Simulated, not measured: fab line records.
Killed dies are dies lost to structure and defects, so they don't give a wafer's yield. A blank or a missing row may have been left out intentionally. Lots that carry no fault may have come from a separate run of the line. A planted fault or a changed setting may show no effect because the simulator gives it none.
fab line records + flow n5_finfet
[record]
- lots = 4
- wafers = 12
- last_day = 17
route steps=1938 shown BEOL_M13@1674 PASSIVATION@1936
lots with no fault: from the same line, run without faults
start_h: hours from the record's opening day to when the first of the lot's shown wafers began + wait_h: how many hours have passed since the lot's step before this one + " identical to the entry in the row above + L1.1+2: a single row standing in for several wafers + - either no value or no given start + * or withheld: withheld + < > ~ a bound
route shown NAME@n: names a module that has steps shown in the file, with the first one's number in the route + usual: mean/standard deviation taken from wafers without a fault + same: alike in all rows + chamber/n: place in a boat + sites: the reading at each site + _std_site: how widely they spread, as a standard deviation + _edge_site: outer sites' mean less inner sites' + radius_mm: for every site, how far away it sits from the centre of the wafer + mask NAME#n: copy n + behind: the most recent tool/chamber to have shaped the wafer + hold: why the lot was held/for how many hours/how that ended + device: whichever transistor did not switch (one of n, p or np) + end of line: tests of these same wafers at the route's end + where a step has no rows: the recipe by itself + killed: not the wafer's yield, but the dies lost to structure and defects at the first sort + map: dies across one wafer; x = killed, . = not, _ = none there
set.NAME: the setting as run; set.NAME@STEP: as run at that earlier step + model.NAME: the simulator's own value behind a step, which no gauge read
a table for each step, a row for each wafer; lots at some steps of the route
services: when a tool's chamber went out of use (start_h, in hours from the record's first day, below 0 if earlier), for how many hours, and the reason
[[steps]]
[step N5_BEOL_M13_VIA_ETCH_16]
[recipe]
- chemistry = C4F8/O2/Ar
- target = SiOC
- pressure_mtorr = 30
- source_w = 3000
- bias_w = 700
- Ar_flow_sccm = 400
- C4F8_flow_sccm = 15
- O2_flow_sccm = 8
- he_inner_torr = 15
- he_outer_torr = 30
- target_depth_a = 9217
- time_s = withheld
- ion_energy_ev = 250
- ends = cleared
[step N5_BEOL_M13_STRIP_63]
[recipe]
- chemistry = N2/H2
- power_w = 1000
- temp_c = 250
- h2_frac = 0.65
- overash_fraction = 0.3
- pressure_mtorr = 1000
- n2_flow_sccm = 1750
- h2_flow_sccm = 3250
[step N5_BEOL_M13_STRIP_64]
[recipe]
- chemistry = N2/H2
- power_w = 1000
- temp_c = 250
- h2_frac = 0.65
- overash_fraction = 0.3
- pressure_mtorr = withheld
- n2_flow_sccm = 1750
- h2_flow_sccm = 3250
[step N5_BEOL_M13_STRIP_71]
[recipe]
- chemistry = post_etch_residue_remover
- time_s = 60
- temp_c = 25
- remover_ph = withheld
- remover_water_wt_pct = withheld
- remover_fluoride_wt_pct = withheld
[step N5_BEOL_M13_SRD_72]
[recipe]
- time_s = 30
- temp_c = 23
- rinse_liquid = diw
- dry = n2_spin
- spin_rpm = 1500
- dry_time_s = 30
[step N5_BEOL_M13_COAT_65]
[recipe]
- resist = SOC
- temp_c = 250
- time_s = 60
- spin_rpm = 1500
- resist_thk_nm = 350
[step N5_BEOL_M13_COAT_66]
[recipe]
- resist = SiARC
- temp_c = 220
- time_s = 60
- spin_rpm = 1500
- resist_thk_nm = 110
[step N5_BEOL_M13_COAT_22]
[recipe]
- spin_rpm = 2888
- resist_thk_nm = 300
[step N5_BEOL_M13_EBR_24]
[recipe]
- solvent = PGMEA
- ebr_width_mm = 1.5
[step N5_BEOL_M13_SOFTBAKE_23]
[recipe]
- temp_c = 130
- time_s = 60
[step N5_BEOL_M13_EXPOSE_25]
[recipe]
- mask_id = M13
- na = 0.93
- source_shape = conventional
- sigma_outer = 0.4
- polarization = unpolarized
- target_cd_nm = 210
- dose_mj = 22
[step N5_BEOL_M13_PEB_26]
[recipe]
- peb_temp_c = 130
- peb_time_s = 90
[usual]
- heater_power_total_W = 172.5/0.71
| lot.wafer | tool           | chamber | start_h | wait_h | heater_power_total_W |
|-----------|----------------|---------|---------|--------|----------------------|
| L903.1    | litho_track-01 | 0       | 313.54  | 0.1    | 173.9                |
| L903.2    | "              | 0       | "       | "      | 173.3                |
| L903.5    | "              | 0       | "       | "      | 172.8                |
| L908.4    | litho_track-01 | 0       | 332.21  | 0.0    | 172.0                |
| L908.5    | "              | 0       | "       | "      | 171.2                |
| L908.6    | "              | 0       | "       | "      | 172.5                |
| L909.4    | litho_track-01 | 0       | 334.24  | 0.0    | 173.9                |
| L909.5    | "              | 0       | "       | "      | 173.0                |
| L909.6    | "              | 0       | "       | "      | 172.2                |
| L915.2    | litho_track-02 | 0       | 378.47  | 0.0    | 173.9                |
| L915.3    | "              | 0       | "       | "      | 174.0                |
| L915.5    | "              | 0       | "       | "      | 173.8                |
[step N5_BEOL_M13_DEVELOP_27]
[recipe]
- develop_time_s = 45
- rinse_liquid = diw
- dry = air_spin
- dev_temp_c = 21
[step N5_BEOL_M13_HARDBAKE_32]
[recipe]
- temp_c = 130
- time_s = 120
[step N5_BEOL_M13_CD_MEAS_28]
[recipe]
- target_cd_nm = 209.5
- landing_energy_ev = 500
- detector = se_inlens
[usual]
- cd_nm = 208.6/1.2
[same]
- landing_energy_ev = 500
| lot.wafer | tool      | chamber | start_h | wait_h | cd_nm |
|-----------|-----------|---------|---------|--------|-------|
| L903.1    | cd_sem-01 | 0       | 313.65  | -      | 209.3 |
| L903.2    | "         | 0       | "       | "      | 209.8 |
| L903.5    | "         | 0       | "       | "      | 210.4 |
| L908.4    | cd_sem-03 | 0       | 332.33  | -      | 215.1 |
| L908.5    | "         | 0       | "       | "      | 215.0 |
| L908.6    | "         | 0       | "       | "      | 213.3 |
| L909.4    | cd_sem-03 | 0       | 334.36  | -      | 214.4 |
| L909.5    | "         | 0       | "       | "      | 214.0 |
| L909.6    | "         | 0       | "       | "      | 213.9 |
| L915.2    | cd_sem-03 | 0       | 378.59  | -      | 207.7 |
| L915.3    | "         | 0       | "       | "      | 208.1 |
| L915.5    | "         | 0       | "       | "      | 209.3 |
[step N5_BEOL_M13_DESCUM_33]
[recipe]
- chemistry = O2
- time_s = 7.9
- source_power_w = 50
- bias_power_w = 20
- pressure_mtorr = 20
- rf_frequency_hz = 2.712e+07
- temp_c = 40
- o2_flow_sccm = 225
[usual]
- drypump_motor_current_A = 5.60/0.29
- oes_product_au = 0.79/0.09
- rf_vpp_V = 243.3/1.1
- showerhead_plenum_p_Torr = 2.10/0.043
- throttle_valve_pct = 20.38/0.18
[same]
- time_s = 7.9
| lot.wafer | tool        | chamber | start_h | wait_h | drypump_motor_current_A | oes_product_au | rf_hours_counter_h | rf_vpp_V | showerhead_plenum_p_Torr | throttle_valve_pct | model.BEOL_M13.cd_nm |
|-----------|-------------|---------|---------|--------|-------------------------|----------------|--------------------|----------|--------------------------|--------------------|----------------------|
| L903.1    | rie_diel-05 | 3       | 313.74  | 0.0    | 5.56                    | 0.98           | 0                  | 242.1    | 2.06                     | 20.34              | 209.6                |
| L903.2    | "           | 0       | "       | "      | 6.02                    | 0.73           | 206                | 244.3    | 2.17                     | 20.33              | 209.4                |
| L903.5    | "           | 2       | "       | "      | 5.55                    | 0.79           | -                  | 243.2    | 2.10                     | 20.36              | 210.4                |
| L908.4    | rie_diel-05 | 0       | 332.53  | 0.2    | 6.04                    | 0.72           | 213                | 244.1    | 2.16                     | 20.35              | 215                  |
| L908.5    | "           | 0       | "       | "      | 6.03                    | 0.72           | -                  | 244.6    | 2.16                     | 20.35              | 215.2                |
| L908.6    | "           | 1       | "       | "      | 5.29                    | 0.76           | -                  | 242.8    | 2.10                     | 20.31              | 213.2                |
| L909.4    | rie_diel-01 | 0       | 335.24  | 0.8    | 6.06                    | 0.79           | -                  | 244.6    | 2.14                     | 20.61              | 214.6                |
| L909.5    | "           | 1       | "       | "      | 5.93                    | 0.88           | -                  | 245.4    | 2.16                     | 20.68              | 214.2                |
| L909.6    | "           | 2       | "       | "      | 5.24                    | 0.92           | -                  | 241.4    | 2.06                     | 20.26              | 214                  |
| L915.2    | rie_diel-06 | 3       | 378.68  | 0.0    | 5.28                    | 0.77           | 132                | 242.4    | 2.01                     | 20.48              | 207.2                |
| L915.3    | "           | 2       | "       | "      | 5.56                    | 0.66           | 247                | 243.5    | 2.07                     | 20.66              | 208                  |
| L915.5    | "           | 1       | "       | "      | 5.30                    | 0.85           | -                  | 243.3    | 2.13                     | 20.08              | 209.4                |
[step N5_BEOL_M13_ETCH_67]
[recipe]
- chemistry = CF4
- target = SiARC
- target_depth_a = 1430
- time_s = 238.3
- ion_energy_ev = 80
- pressure_mtorr = 40
- source_w = 545
- bias_w = 36
- Ar_flow_sccm = 100
- cf4_flow_sccm = 100
- ends = cleared
[step N5_BEOL_M13_ETCH_68]
[recipe]
- chemistry = N2/H2
- target = SOC
- mask_material = SiARC
- source_w = 3000
- bias_w = 350
- temp_c = 40
- time_s = 355
- ion_energy_ev = 200
- pressure_mtorr = 30
- n2_flow_sccm = 200
- h2_flow_sccm = 200
[step N5_BEOL_M13_STRIP_69]
[recipe]
- chemistry = N2/H2
- temp_c = 40
- n2_flow_sccm = 200
- h2_flow_sccm = 200
- rf_frequency_hz = 6e+07
[step N5_BEOL_M13_TRENCH_ETCH_34]
[recipe]
- chemistry = C4F8/O2/Ar
- target = SiOC
- target_depth_a = 4134.7
- mask_material = SOC
- pressure_mtorr = 30
- source_w = 3000
- bias_w = 700
- Ar_flow_sccm = 400
- C4F8_flow_sccm = 15
- O2_flow_sccm = 8
- he_inner_torr = 15
- he_outer_torr = 30
- time_s = 162.6
- ion_energy_ev = 250
[step N5_BEOL_M13_STRIP_70]
[recipe]
- chemistry = C4F8/O2/Ar
- resist = SiARC
- rf_frequency_hz = 6e+07
[step N5_BEOL_M13_STRIP_37]
[recipe]
- chemistry = N2/H2
- power_w = 1000
- temp_c = 250
- h2_frac = 0.65
- overash_fraction = 0.3
- pressure_mtorr = withheld
- n2_flow_sccm = 1750
- h2_flow_sccm = 3250
[step N5_BEOL_M13_ETCH_38]
[recipe]
- chemistry = CF4/N2
- target = SiCN
- target_depth_a = 675
- taper_deg = 2
- time_s = 71.9
- ion_energy_ev = 150
- mask_material = SiO2
- pressure_mtorr = 40
- source_w = 430
- bias_w = 70
- Ar_flow_sccm = 100
- cf4_flow_sccm = 60
- n2_flow_sccm = 60
[usual]
- drypump_motor_current_A = 5.6/0.3
- oes_product_au = 0.80/0.088
- rf_vpp_V = 382.7/1.2
- showerhead_plenum_p_Torr = 2.22/0.046
- throttle_valve_pct = 15.40/0.19
[same]
- time_s = 71.9
| lot.wafer | tool        | chamber | start_h | wait_h | drypump_motor_current_A | oes_product_au | rf_hours_counter_h | rf_vpp_V | showerhead_plenum_p_Torr | throttle_valve_pct | model.BEOL_M13.cd_nm |
|-----------|-------------|---------|---------|--------|-------------------------|----------------|--------------------|----------|--------------------------|--------------------|----------------------|
| L903.1    | rie_diel-06 | 0       | 314.85  | -      | 5.8                     | 0.68           | 214                | 385.5    | 2.27                     | 15.59              | 211.6                |
| L903.2    | "           | 1       | "       | "      | 5.3                     | 0.87           | 35                 | 381.9    | 2.26                     | 15.16              | 209.2                |
| L903.5    | "           | 2       | "       | "      | 5.5                     | 0.68           | -                  | 381.2    | 2.18                     | 15.73              | 211.8                |
| L908.4    | rie_diel-01 | 1       | 334.67  | -      | 5.9                     | 0.91           | -                  | 382.2    | 2.25                     | 15.43              | 213.4                |
| L908.5    | "           | 0       | "       | "      | 6.1                     | 0.80           | -                  | 383.9    | 2.23                     | 15.42              | 213.8                |
| L908.6    | "           | 2       | "       | "      | 5.3                     | 0.92           | -                  | 379.4    | 2.17                     | 15.11              | 214                  |
| L909.4    | rie_diel-05 | 3       | 337.81  | -      | 5.5                     | 0.94           | 9                  | 381.7    | 2.16                     | 15.27              | 215.8                |
| L909.5    | "           | 1       | "       | "      | 5.3                     | 0.78           | -                  | 382.6    | 2.20                     | 15.27              | 214.6                |
| L909.6    | "           | 0       | "       | "      | 6.0                     | 0.71           | -                  | 384.5    | 2.29                     | 15.48              | 214                  |
| L915.2    | rie_diel-01 | 2       | 380.64  | -      | 5.3                     | 0.89           | 39                 | 381.2    | 2.16                     | 15.14              | 208.8                |
| L915.3    | "           | 0       | "       | "      | 6.1                     | 0.79           | 88                 | 381.8    | 2.22                     | 15.45              | 211.2                |
| L915.5    | "           | 0       | "       | "      | 6.1                     | 0.78           | -                  | 382.8    | 2.22                     | 15.46              | 210                  |
[step N5_BEOL_M13_PRECLEAN_39]
[recipe]
- chemistry = residue_remover
- time_s = 60
- temp_c = 40
[step N5_PASSIVATION_PROBE_49]
[usual]
- defect_limited_yield = 91.7/1.7
- killed_at_M0_to_M3 = 34/10
- killed_at_M4_up = 13/5.1
- killed_at_contacts = 12/6.2
- killed_at_front_end = 36/12
- killed_at_other = 3.2/2.6
- killed_dies = 98/20
- killed_open = 65/13
- killed_short = 32/8.4
- sort_bin_5_function = 4.8/1.1
- sort_bin_6_memory = 3.2/0.74
- sort_n_pass = 1082/20
- sort_yield_pct = 91.7/1.7
[same]
- gross_dies = 1180
- killed_at_back_side = 0
- sort_bin_4_leakage[%] = 0
- sort_bin_8_speed[%] = 0
| lot.wafer | tool      | chamber | start_h | wait_h | defect_limited_yield[%] | killed_at_M0_to_M3 | killed_at_M4_up | killed_at_contacts | killed_at_front_end | killed_at_other | killed_dies | killed_open | killed_short | sort_bin_5_function[%] | sort_bin_6_memory[%] | sort_n_pass | sort_yield_pct[%] |
|-----------|-----------|---------|---------|--------|-------------------------|--------------------|-----------------|--------------------|---------------------|-----------------|-------------|-------------|--------------|------------------------|----------------------|-------------|-------------------|
| L908.4    | prober-01 | -       | 362.83  | 0.2    | 92.5                    | 38                 | 8               | 5                  | 33                  | 5               | 89          | 59          | 30           | 4.2                    | 3.1                  | 1091        | 92.5              |
| L908.5    | prober-01 | -       | 362.88  | 0.2    | 92.2                    | 36                 | 13              | 4                  | 31                  | 8               | 92          | 65          | 27           | 4.7                    | 2.7                  | 1088        | 92.2              |
| L908.6    | prober-01 | -       | 362.93  | 0.3    | 93.2                    | 29                 | 6               | 12                 | 28                  | 5               | 80          | 62          | 18           | 3.9                    | 2.6                  | 1100        | 93.2              |
// killed by level:class
L908.4 BEOL_M0_SAQP:geometric_particle:open=16 BEOL_M0_SAQP:geometric_particle:short=14 FIN_SAQP:geometric_particle:open=11 STI_FIN_REVEAL:geometric_particle:open=5 FIN_SAQP:geometric_particle:short=4 MOL_CONTACT_COAG:geometric_particle:open=4 BEOL_M4:geometric_particle:open=4 GATE_CUT:geometric_particle:short=3
L908.5 BEOL_M0_SAQP:geometric_particle:open=14 DUMMY_GATE:geometric_particle:open=6 BEOL_M0_SAQP:geometric_particle:short=6 BEOL_M2:geometric_particle:open=6 BEOL_M4:geometric_particle:open=6 STI_FIN_REVEAL:geometric_particle:open=5 MOL_CONTACT_COAG:geometric_particle:open=4 BEOL_M1:geometric_particle:open=4
L908.6 STI_FIN_REVEAL:geometric_particle:open=18 BEOL_M0_SAQP:geometric_particle:open=11 MOL_CONTACT_COAG:geometric_particle:open=9 BEOL_M0_SAQP:geometric_particle:short=6 BEOL_M2:geometric_particle:open=6 BEOL_M3:geometric_particle:open=4 FIN_SAQP:geometric_particle:short=3 MOL_CONTACT_COAG:geometric_particle:short=3
[[services]]
| tool        | chamber | start_h | hours | kind                          |
|-------------|---------|---------|-------|-------------------------------|
| rie_diel-06 | 3       | 294.02  | 4.3   | repair                        |
| rie_diel-05 | 3       | 300.48  | -     | clean                         |
| rie_diel-05 | 3       | 300.48  | -     | consumable_replace:focus_ring |
| rie_diel-05 | 3       | 300.48  | 12.2  | scheduled_down                |
| rie_diel-05 | 3       | 300.48  | 12.2  | vent_cycle                    |
| rie_diel-01 | 3       | 329.15  | -     | clean                         |
| rie_diel-01 | 3       | 329.15  | -     | consumable_replace:focus_ring |
| rie_diel-01 | 3       | 329.15  | 21.2  | scheduled_down                |
| rie_diel-01 | 3       | 329.15  | 21.2  | vent_cycle                    |
| rie_diel-06 | -       | 331.77  | 14.6  | pm                            |
[[key]]
[first_sign]
- step = N5_BEOL_M13_CD_MEAS_28
- reading = cd_nm
- direction = up
- sigmas = 4.6
- usual = 208.6
- struck = 214.3
effect none on later readings
[model_effect]
- step = N5_BEOL_M13_DESCUM_33
- value = BEOL_M13.cd_nm
- without = 208.4
- struck = 214.4
[model_effect]
- step = N5_BEOL_M13_ETCH_38
- value = BEOL_M13.cd_nm
- without = 208.6
- struck = 214.4
met_at N5_BEOL_M13_PEB_26
struck_wafers L908.4,L908.5,L908.6,L909.4,L909.5,L909.6
onset_between 313.54 332.21
[fault]
- kind = process_parameter_drift
- tool = litho_track-01
- chamber = -
- onset_h = 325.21
- steps = N5_BEOL_M13_PEB_26
- channel = peb_time_s
- offset = *
- shape = step
- end_h = 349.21
- acts_in = *
- stated = *
